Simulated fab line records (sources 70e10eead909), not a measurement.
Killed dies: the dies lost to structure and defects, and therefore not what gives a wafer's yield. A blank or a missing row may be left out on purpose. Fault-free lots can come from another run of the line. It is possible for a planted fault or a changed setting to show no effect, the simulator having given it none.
Matching of chambers	flow nand-harc	rie-diel-01 running NHARC_A_STAIRCASE_TRIM_196: 4 sister chambers
The step chemistry O2, time 211.2 s. 14 wafers are shown with their chamber, then 7 later ones without.

WAFERS WITH THEIR CHAMBER
wafer	chamber	showerhead-plenum-p-Torr (Torr)	drypump-motor-current-A (A)	rf-vpp-V (V)
L076.2	2	3.53	6.7	56.6
L076.5	0	3.30	6.4	57.4
L076.6	1	3.58	5.7	57.5
L082.2	1	3.57	5.7	57.4
L082.4	3	3.69	6.3	58.8
L082.6	0	3.29	6.4	57.3
L090.1	1	3.56	5.7	58.1
L090.3	3	3.68	6.2	58.0
L090.5	1	3.56	5.7	57.2
L092.1	2	3.51	6.7	57.0
L092.4	3	3.68	6.3	58.2
L092.6	2	3.51	6.7	56.8
L095.3	2	3.51	6.6	58.4
L095.5	2	3.51	6.7	56.6

SIGNATURES (means of the wafers above)
reading	chamber 0	chamber 1	chamber 2	chamber 3	scatter within a chamber
showerhead-plenum-p-Torr	3.2950	3.5675	3.5140	3.6833	0.00844
drypump-motor-current-A	6.400	5.700	6.680	6.267	0.0383
rf-vpp-V	57.350	57.550	57.080	58.333	0.556
Rule: a wafer's distance from a chamber is the root of the sum, over the readings, of the square of ((its reading less the chamber's mean) divided by the reading's scatter). The wafer belongs to the nearest chamber; if the next one is less than 2 further off, it can't be placed. The scatter: take each reading less its chamber's mean, square it, sum over the shown wafers, divide by the number of wafers less the number of chambers, and take the root.

WAFERS MISSING THEIR CHAMBER
wafer	showerhead-plenum-p-Torr (Torr)	drypump-motor-current-A (A)	rf-vpp-V (V)
L095.6	3.56	5.7	57.4
L096.1	3.56	5.7	57.5
L096.2	3.67	6.3	58.0
L096.3	3.28	6.3	56.3
L097.2	3.27	6.4	57.6
L097.3	3.55	5.7	58.0
L097.5	3.27	6.4	57.2

WHICH CHAMBER EACH ONE RAN IN
wafer	from the rows above	in truth
L095.6	1	1
L096.1	1	1
L096.2	3	3
L096.3	0	0
L097.2	0	0
L097.3	1	1
L097.5	0	0
7 of 7 placed correctly. Left unplaced by these rows: 0. 0 placed wrongly.
